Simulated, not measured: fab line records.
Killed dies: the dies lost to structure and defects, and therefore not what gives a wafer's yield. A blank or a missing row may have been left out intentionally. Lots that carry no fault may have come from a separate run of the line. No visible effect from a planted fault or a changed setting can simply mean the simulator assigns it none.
What tool caused it? :: flow nand_harc :: 24 lots with 72 wafers sampled at 4 steps, on a route of 1159 steps

WHAT THE GAUGES READ, wafer by wafer
NHARC_A_BONDPAD_THK_MEAS_20: measures by xrf. Usual: thk_nm 170.0 nm, standard deviation 1.4.
lot: L075
measured: day 18 02:41
on: film_metro-02
thk_nm (nm): 170.8 168.9 170.8
flag: 

lot: L074
measured: day 18 03:56
on: film_metro-01
thk_nm (nm): 171.6 168.4 170.2
flag: 

lot: L078
measured: day 18 09:55
on: film_metro-01
thk_nm (nm): 171.3 170.8 169.4
flag: 

lot: L077
measured: day 18 10:50
on: film_metro-02
thk_nm (nm): 171.0 170.6 170.6
flag: 

lot: L079
measured: day 18 17:30
on: film_metro-02
thk_nm (nm): 168.2 169.5 172.9
flag: 

lot: L076
measured: day 19 01:30
on: film_metro-01
thk_nm (nm): 171.5 170.7 171.8
flag: 

lot: L080
measured: day 19 01:58
on: film_metro-01
thk_nm (nm): 168.2 171.6 172.0
flag: 

lot: L082
measured: day 20 02:26
on: film_metro-01
thk_nm (nm): 170.0 166.8 166.9
flag: 

lot: L081
measured: day 20 07:46
on: film_metro-02
thk_nm (nm): 172.4 172.4 170.1
flag: 

lot: L084
measured: day 20 08:04
on: film_metro-01
thk_nm (nm): 170.5 170.0 170.4
flag: 

lot: L083
measured: day 20 13:13
on: film_metro-02
thk_nm (nm): 167.0 171.7 170.0
flag: 

lot: L088
measured: day 21 04:04
on: film_metro-02
thk_nm (nm): 172.0 169.5 170.7
flag: 

lot: L086
measured: day 21 04:23
on: film_metro-02
thk_nm (nm): 171.1 173.1 169.6
flag: 

lot: L085
measured: day 21 05:19
on: film_metro-01
thk_nm (nm): 173.3 169.7 170.5
flag: 

lot: L090
measured: day 21 22:17
on: film_metro-01
thk_nm (nm): 171.5 170.6 172.3
flag: 

lot: L091
measured: day 21 22:35
on: film_metro-01
thk_nm (nm): 168.7 169.3 170.1
flag: 

lot: L087
measured: day 21 22:49
on: film_metro-02
thk_nm (nm): 168.8 170.6 171.1
flag: 

lot: L089
measured: day 21 23:32
on: film_metro-01
thk_nm (nm): 167.6 167.4 168.7
flag: 

lot: L093
measured: day 22 14:13
on: film_metro-02
thk_nm (nm): 170.5 171.9 170.8
flag: 

lot: L092
measured: day 23 07:40
on: film_metro-02
thk_nm (nm): 170.6 169.3 170.8
flag: 

lot: L095
measured: day 23 11:36
on: film_metro-02
thk_nm (nm): 170.2 170.0 168.6
flag: 

lot: L096
measured: day 23 12:09
on: film_metro-02
thk_nm (nm): 170.5 169.4 171.9
flag: 

lot: L094
measured: day 24 00:21
on: film_metro-01
thk_nm (nm): 170.8 170.6 171.8
flag: 

lot: L097
measured: day 24 00:47
on: film_metro-02
thk_nm (nm): 170.7 167.9 169.6
flag: 

EACH LOT AND THE TOOL THAT RAN IT (in order: tool; ch and the chambers of the sampled wafers; start)
lot: L075
NHARC_A_M1_ETCH_35: rie_diel-10 ch 0,1,3, day 17 19:49
NHARC_A_M1_PRE_CLEAN_30: pvd_sputter-03, day 17 23:29 or earlier
NHARC_A_BONDPAD_CMP_29: cmp-03 ch 1,2,3, day 17 23:29

lot: L074
NHARC_A_M1_ETCH_35: rie_diel-10 ch 0,1,2, day 17 20:39
NHARC_A_M1_PRE_CLEAN_30: pvd_sputter-01, day 18 00:21 or earlier
NHARC_A_BONDPAD_CMP_29: cmp-02 ch 0,1,3, day 18 00:21

lot: L078
NHARC_A_M1_ETCH_35: rie_diel-11 ch 0,1,3, day 18 02:52
NHARC_A_M1_PRE_CLEAN_30: pvd_sputter-03, day 18 06:34 or earlier
NHARC_A_BONDPAD_CMP_29: cmp-03 ch 0,1, day 18 06:34

lot: L077
NHARC_A_M1_ETCH_35: rie_diel-10 ch 1,3, day 18 03:43
NHARC_A_M1_PRE_CLEAN_30: pvd_sputter-02, day 18 07:29 or earlier
NHARC_A_BONDPAD_CMP_29: cmp-04 ch 0,1,2, day 18 07:29

lot: L079
NHARC_A_M1_ETCH_35: rie_diel-12 ch 0,1,3, day 18 10:26
NHARC_A_M1_PRE_CLEAN_30: pvd_sputter-02, day 18 14:04 or earlier
NHARC_A_BONDPAD_CMP_29: cmp-04 ch 0,1,2, day 18 14:04

lot: L076
NHARC_A_M1_ETCH_35: rie_diel-11 ch 1,2,3, day 18 18:30
NHARC_A_M1_PRE_CLEAN_30: pvd_sputter-01, day 18 22:07 or earlier
NHARC_A_BONDPAD_CMP_29: cmp-03 ch 0,1,3, day 18 22:07

lot: L080
NHARC_A_M1_ETCH_35: rie_diel-10 ch 0,3, day 18 18:59
NHARC_A_M1_PRE_CLEAN_30: pvd_sputter-03, day 18 22:40 or earlier
NHARC_A_BONDPAD_CMP_29: cmp-02 ch 0,1, day 18 22:40

lot: L082
NHARC_A_M1_ETCH_35: rie_diel-10 ch 0,1,2, day 19 18:43
NHARC_A_M1_PRE_CLEAN_30: pvd_sputter-01, day 19 23:03 or earlier
NHARC_A_BONDPAD_CMP_29: cmp-02 ch 0,1,3, day 19 23:03

lot: L081
NHARC_A_M1_ETCH_35: rie_diel-11 ch 2,3, day 20 00:43
NHARC_A_M1_PRE_CLEAN_30: pvd_sputter-03, day 20 04:25 or earlier
NHARC_A_BONDPAD_CMP_29: cmp-03 ch 1,2, day 20 04:25

lot: L084
NHARC_A_M1_ETCH_35: rie_diel-12 ch 0,2,3, day 20 00:58
NHARC_A_M1_PRE_CLEAN_30: pvd_sputter-02, day 20 04:37 or earlier
NHARC_A_BONDPAD_CMP_29: cmp-02 ch 0,1,2, day 20 04:37

lot: L083
NHARC_A_M1_ETCH_35: rie_diel-12 ch 0,1,2, day 20 06:14
NHARC_A_M1_PRE_CLEAN_30: pvd_sputter-01, day 20 09:50 or earlier
NHARC_A_BONDPAD_CMP_29: cmp-02 ch 1,2,3, day 20 09:50

lot: L088
NHARC_A_M1_ETCH_35: rie_diel-12 ch 2,3, day 20 21:02
NHARC_A_M1_PRE_CLEAN_30: pvd_sputter-02, day 21 00:43 or earlier
NHARC_A_BONDPAD_CMP_29: cmp-04 ch 0,1,3, day 21 00:43

lot: L086
NHARC_A_M1_ETCH_35: rie_diel-10 ch 0,1,2, day 20 21:23
NHARC_A_M1_PRE_CLEAN_30: pvd_sputter-03, day 21 01:02 or earlier
NHARC_A_BONDPAD_CMP_29: cmp-03 ch 0,1,3, day 21 01:02

lot: L085
NHARC_A_M1_ETCH_35: rie_diel-10 ch 0,1,2, day 20 22:05
NHARC_A_M1_PRE_CLEAN_30: pvd_sputter-02, day 21 01:58 or earlier
NHARC_A_BONDPAD_CMP_29: cmp-02 ch 0,2,3, day 21 01:58

lot: L090
NHARC_A_M1_ETCH_35: rie_diel-10 ch 0,3, day 21 14:50
NHARC_A_M1_PRE_CLEAN_30: pvd_sputter-02, day 21 18:31 or earlier
NHARC_A_BONDPAD_CMP_29: cmp-02 ch 0,1,2, day 21 18:31

lot: L091
NHARC_A_M1_ETCH_35: rie_diel-10 ch 0,3, day 21 15:37
NHARC_A_M1_PRE_CLEAN_30: pvd_sputter-01, day 21 19:17 or earlier
NHARC_A_BONDPAD_CMP_29: cmp-03 ch 0,2,3, day 21 19:17

lot: L087
NHARC_A_M1_ETCH_35: rie_diel-11 ch 1,2, day 21 15:45
NHARC_A_M1_PRE_CLEAN_30: pvd_sputter-02, day 21 19:22 or earlier
NHARC_A_BONDPAD_CMP_29: cmp-02 ch 1,3, day 21 19:22

lot: L089
NHARC_A_M1_ETCH_35: rie_diel-10 ch 0,3, day 21 16:02
NHARC_A_M1_PRE_CLEAN_30: pvd_sputter-03, day 21 19:47 or earlier
NHARC_A_BONDPAD_CMP_29: cmp-03 ch 0,2,3, day 21 19:47

lot: L093
NHARC_A_M1_ETCH_35: rie_diel-12 ch 0,1,3, day 22 07:04
NHARC_A_M1_PRE_CLEAN_30: pvd_sputter-03, day 22 10:46 or earlier
NHARC_A_BONDPAD_CMP_29: cmp-02 ch 0,2,3, day 22 10:46

lot: L092
NHARC_A_M1_ETCH_35: rie_diel-11 ch 1,2, day 23 00:25
NHARC_A_M1_PRE_CLEAN_30: pvd_sputter-02, day 23 04:24 or earlier
NHARC_A_BONDPAD_CMP_29: cmp-04 ch 0,3, day 23 04:24

lot: L095
NHARC_A_M1_ETCH_35: rie_diel-11 ch 0,2,3, day 23 04:26
NHARC_A_M1_PRE_CLEAN_30: pvd_sputter-03, day 23 08:17 or earlier
NHARC_A_BONDPAD_CMP_29: cmp-04 ch 0,2,3, day 23 08:17

lot: L096
NHARC_A_M1_ETCH_35: rie_diel-12 ch 1,2,3, day 23 04:37
NHARC_A_M1_PRE_CLEAN_30: pvd_sputter-02, day 23 08:35 or earlier
NHARC_A_BONDPAD_CMP_29: cmp-02 ch 0,1,2, day 23 08:35

lot: L094
NHARC_A_M1_ETCH_35: rie_diel-12 ch 0,2,3, day 23 16:32
NHARC_A_M1_PRE_CLEAN_30: pvd_sputter-03, day 23 20:30 or earlier
NHARC_A_BONDPAD_CMP_29: cmp-04 ch 1,2,3, day 23 20:30

lot: L097
NHARC_A_M1_ETCH_35: rie_diel-12 ch 1,2,3, day 23 17:10
NHARC_A_M1_PRE_CLEAN_30: pvd_sputter-02, day 23 20:49 or earlier
NHARC_A_BONDPAD_CMP_29: cmp-02 ch 0,1, day 23 20:49
- NHARC_A_M1_ETCH_35: etches the open film in N2/H2, target depth 40 nm, overetch 12 nm, time 43.94 s.
- NHARC_A_M1_PRE_CLEAN_30: time 30 s.
- NHARC_A_BONDPAD_CMP_29: polishes SiCN, target thk 200 nm.

AS READ BY THE TOOLS THEMSELVES (means over the sampled wafers that have a number; for cases with no such wafer, the mark the record gives instead)
NHARC_A_M1_ETCH_35. Usual: bias_w 150.0 W, standard deviation 0.51; drypump_motor_current_A 5.7 A, standard deviation 0.4; oes_product_au 1.000 a.u., standard deviation 0.0075; rf_vpp_V 429.5 V, standard deviation 2.5; showerhead_plenum_p_Torr 2.00 Torr, standard deviation 0.086; throttle_valve_pct 14.171 %, standard deviation 0.0083.
lot: L075
tool: rie_diel-10
bias_w (W): 149.5
drypump_motor_current_A (A): 6.0
oes_product_au (a.u.): 1.010
rf_vpp_V (V): 429.9
showerhead_plenum_p_Torr (Torr): 1.98
throttle_valve_pct (%): 14.172
flag: 

lot: L074
tool: rie_diel-10
bias_w (W): 149.6
drypump_motor_current_A (A): 5.7
oes_product_au (a.u.): 1.003
rf_vpp_V (V): 431.5
showerhead_plenum_p_Torr (Torr): 2.04
throttle_valve_pct (%): 14.167
flag: 

lot: L078
tool: rie_diel-11
bias_w (W): 150.3
drypump_motor_current_A (A): 5.7
oes_product_au (a.u.): 1.002
rf_vpp_V (V): 431.8
showerhead_plenum_p_Torr (Torr): 2.07
throttle_valve_pct (%): 14.171
flag: 

lot: L077
tool: rie_diel-10
bias_w (W): 149.7
drypump_motor_current_A (A): 5.8
oes_product_au (a.u.): 1.002
rf_vpp_V (V): 428.5
showerhead_plenum_p_Torr (Torr): 1.98
throttle_valve_pct (%): 14.168
flag: 

lot: L079
tool: rie_diel-12
bias_w (W): 149.7
drypump_motor_current_A (A): 5.8
oes_product_au (a.u.): 0.990
rf_vpp_V (V): 429.9
showerhead_plenum_p_Torr (Torr): 2.03
throttle_valve_pct (%): 14.170
flag: 

lot: L076
tool: rie_diel-11
bias_w (W): 149.8
drypump_motor_current_A (A): 5.4
oes_product_au (a.u.): 0.994
rf_vpp_V (V): 429.2
showerhead_plenum_p_Torr (Torr): 2.00
throttle_valve_pct (%): 14.165
flag: 

lot: L080
tool: rie_diel-10
bias_w (W): 149.8
drypump_motor_current_A (A): 5.8
oes_product_au (a.u.): 1.004
rf_vpp_V (V): 427.9
showerhead_plenum_p_Torr (Torr): 1.93
throttle_valve_pct (%): 14.166
flag: 

lot: L082
tool: rie_diel-10
bias_w (W): 149.9
drypump_motor_current_A (A): 5.7
oes_product_au (a.u.): 1.006
rf_vpp_V (V): 430.6
showerhead_plenum_p_Torr (Torr): 2.04
throttle_valve_pct (%): 14.173
flag: 

lot: L081
tool: rie_diel-11
bias_w (W): 150.5
drypump_motor_current_A (A): 5.3
oes_product_au (a.u.): 0.996
rf_vpp_V (V): 430.6
showerhead_plenum_p_Torr (Torr): 2.04
throttle_valve_pct (%): 14.172
flag: 

lot: L084
tool: rie_diel-12
bias_w (W): 149.9
drypump_motor_current_A (A): 5.9
oes_product_au (a.u.): 0.992
rf_vpp_V (V): 429.4
showerhead_plenum_p_Torr (Torr): 2.02
throttle_valve_pct (%): 14.166
flag: 

lot: L083
tool: rie_diel-12
bias_w (W): 150.0
drypump_motor_current_A (A): 5.7
oes_product_au (a.u.): 1.001
rf_vpp_V (V): 429.3
showerhead_plenum_p_Torr (Torr): 1.98
throttle_valve_pct (%): 14.177
flag: 

lot: L088
tool: rie_diel-12
bias_w (W): 149.8
drypump_motor_current_A (A): 5.9
oes_product_au (a.u.): 0.998
rf_vpp_V (V): 430.2
showerhead_plenum_p_Torr (Torr): 2.00
throttle_valve_pct (%): 14.169
flag: 

lot: L086
tool: rie_diel-10
bias_w (W): 150.4
drypump_motor_current_A (A): 5.7
oes_product_au (a.u.): 0.999
rf_vpp_V (V): 430.9
showerhead_plenum_p_Torr (Torr): 2.04
throttle_valve_pct (%): 14.178
flag: 

lot: L085
tool: rie_diel-10
bias_w (W): 150.2
drypump_motor_current_A (A): 5.7
oes_product_au (a.u.): 0.997
rf_vpp_V (V): 431.3
showerhead_plenum_p_Torr (Torr): 2.04
throttle_valve_pct (%): 14.166
flag: 

lot: L090
tool: rie_diel-10
bias_w (W): 149.8
drypump_motor_current_A (A): 5.8
oes_product_au (a.u.): 1.003
rf_vpp_V (V): 427.6
showerhead_plenum_p_Torr (Torr): 1.93
throttle_valve_pct (%): 14.174
flag: 

lot: L091
tool: rie_diel-10
bias_w (W): 150.2
drypump_motor_current_A (A): 5.8
oes_product_au (a.u.): 1.004
rf_vpp_V (V): 428.4
showerhead_plenum_p_Torr (Torr): 1.92
throttle_valve_pct (%): 14.170
flag: 

lot: L087
tool: rie_diel-11
bias_w (W): 150.2
drypump_motor_current_A (A): 5.6
oes_product_au (a.u.): 1.008
rf_vpp_V (V): 427.9
showerhead_plenum_p_Torr (Torr): 1.95
throttle_valve_pct (%): 14.175
flag: 

lot: L089
tool: rie_diel-10
bias_w (W): 150.0
drypump_motor_current_A (A): 5.7
oes_product_au (a.u.): 1.007
rf_vpp_V (V): 426.7
showerhead_plenum_p_Torr (Torr): 1.92
throttle_valve_pct (%): 14.175
flag: 

lot: L093
tool: rie_diel-12
bias_w (W): 150.2
drypump_motor_current_A (A): 5.8
oes_product_au (a.u.): 0.997
rf_vpp_V (V): 430.5
showerhead_plenum_p_Torr (Torr): 2.03
throttle_valve_pct (%): 14.164
flag: 

lot: L092
tool: rie_diel-11
bias_w (W): 149.8
drypump_motor_current_A (A): 5.6
oes_product_au (a.u.): 1.013
rf_vpp_V (V): 428.1
showerhead_plenum_p_Torr (Torr): 1.95
throttle_valve_pct (%): 14.166
flag: 

lot: L095
tool: rie_diel-11
bias_w (W): 149.7
drypump_motor_current_A (A): 5.5
oes_product_au (a.u.): 1.003
rf_vpp_V (V): 429.9
showerhead_plenum_p_Torr (Torr): 2.04
throttle_valve_pct (%): 14.167
flag: 

lot: L096
tool: rie_diel-12
bias_w (W): 150.0
drypump_motor_current_A (A): 5.7
oes_product_au (a.u.): 0.998
rf_vpp_V (V): 428.6
showerhead_plenum_p_Torr (Torr): 1.97
throttle_valve_pct (%): 14.168
flag: 

lot: L094
tool: rie_diel-12
bias_w (W): 150.0
drypump_motor_current_A (A): 5.9
oes_product_au (a.u.): 0.995
rf_vpp_V (V): 429.2
showerhead_plenum_p_Torr (Torr): 2.02
throttle_valve_pct (%): 14.170
flag: 

lot: L097
tool: rie_diel-12
bias_w (W): 150.1
drypump_motor_current_A (A): 5.7
oes_product_au (a.u.): 0.992
rf_vpp_V (V): 429.0
showerhead_plenum_p_Torr (Torr): 1.97
throttle_valve_pct (%): 14.168
flag: 

NHARC_A_M1_PRE_CLEAN_30. Usual: heater_power_w 441 W, standard deviation 55.
lot: L075
tool: pvd_sputter-03
heater_power_w (W): 482
flag: 

lot: L074
tool: pvd_sputter-01
heater_power_w (W): 405
flag: 

lot: L078
tool: pvd_sputter-03
heater_power_w (W): 456
flag: 

lot: L077
tool: pvd_sputter-02
heater_power_w (W): 404
flag: 

lot: L079
tool: pvd_sputter-02
heater_power_w (W): 416
flag: 

lot: L076
tool: pvd_sputter-01
heater_power_w (W): 407
flag: 

lot: L080
tool: pvd_sputter-03
heater_power_w (W): 455
flag: 

lot: L082
tool: pvd_sputter-01
heater_power_w (W): 431
flag: 

lot: L081
tool: pvd_sputter-03
heater_power_w (W): 469
flag: 

lot: L084
tool: pvd_sputter-02
heater_power_w (W): 411
flag: 

lot: L083
tool: pvd_sputter-01
heater_power_w (W): 435
flag: 

lot: L088
tool: pvd_sputter-02
heater_power_w (W): 405
flag: 

lot: L086
tool: pvd_sputter-03
heater_power_w (W): 483
flag: 

lot: L085
tool: pvd_sputter-02
heater_power_w (W): 410
flag: 

lot: L090
tool: pvd_sputter-02
heater_power_w (W): 404
flag: 

lot: L091
tool: pvd_sputter-01
heater_power_w (W): 420
flag: 

lot: L087
tool: pvd_sputter-02
heater_power_w (W): 411
flag: 

lot: L089
tool: pvd_sputter-03
heater_power_w (W): 544
flag: 

lot: L093
tool: pvd_sputter-03
heater_power_w (W): 439
flag: 

lot: L092
tool: pvd_sputter-02
heater_power_w (W): 403
flag: 

lot: L095
tool: pvd_sputter-03
heater_power_w (W): 495
flag: 

lot: L096
tool: pvd_sputter-02
heater_power_w (W): 403
flag: 

lot: L094
tool: pvd_sputter-03
heater_power_w (W): 452
flag: 

lot: L097
tool: pvd_sputter-02
heater_power_w (W): 418
flag: 

NHARC_A_BONDPAD_CMP_29. Usual: motor_current_A 11.9 A, standard deviation 1.2.
lot: L075
tool: cmp-03
motor_current_A (A): 11.4
flag: 

lot: L074
tool: cmp-02
motor_current_A (A): 11.9
flag: 

lot: L078
tool: cmp-03
motor_current_A (A): 10.7
flag: 

lot: L077
tool: cmp-04
motor_current_A (A): 13.5
flag: 

lot: L079
tool: cmp-04
motor_current_A (A): 12.9
flag: 

lot: L076
tool: cmp-03
motor_current_A (A): 11.5
flag: 

lot: L080
tool: cmp-02
motor_current_A (A): 13.1
flag: 

lot: L082
tool: cmp-02
motor_current_A (A): 12.0
flag: 

lot: L081
tool: cmp-03
motor_current_A (A): 10.8
flag: 

lot: L084
tool: cmp-02
motor_current_A (A): 11.8
flag: 

lot: L083
tool: cmp-02
motor_current_A (A): 11.8
flag: 

lot: L088
tool: cmp-04
motor_current_A (A): 12.6
flag: 

lot: L086
tool: cmp-03
motor_current_A (A): 11.3
flag: 

lot: L085
tool: cmp-02
motor_current_A (A): 11.3
flag: 

lot: L090
tool: cmp-02
motor_current_A (A): 11.8
flag: 

lot: L091
tool: cmp-03
motor_current_A (A): 11.2
flag: 

lot: L087
tool: cmp-02
motor_current_A (A): 11.7
flag: 

lot: L089
tool: cmp-03
motor_current_A (A): 11.5
flag: 

lot: L093
tool: cmp-02
motor_current_A (A): 11.5
flag: 

lot: L092
tool: cmp-04
motor_current_A (A): 13.5
flag: 

lot: L095
tool: cmp-04
motor_current_A (A): 12.6
flag: 

lot: L096
tool: cmp-02
motor_current_A (A): 11.9
flag: 

lot: L094
tool: cmp-04
motor_current_A (A): 11.8
flag: 

lot: L097
tool: cmp-02
motor_current_A (A): 12.6
flag: 

THE ANSWER, worked out from the rows above alone
Rule: take the mean of a lot's wafers that have a number; if it is more than 3 standard deviations from the usual mean, the lot is off. A lot without any number at a reading at which 4 lots or more have one is off too. All remaining lots with rows at the step are treated as sound. The gauges are gone through in route order, then the tools' own readings, and for those a lot's mean is taken as printed above. The first step at which some lot is off is used, and at that step the reading that is off furthest; a lot without a number counts as furthest.
No lot is off on any of the readings shown, so nothing can be concluded from this.

WHAT THE SIMULATOR HAD INSERTED
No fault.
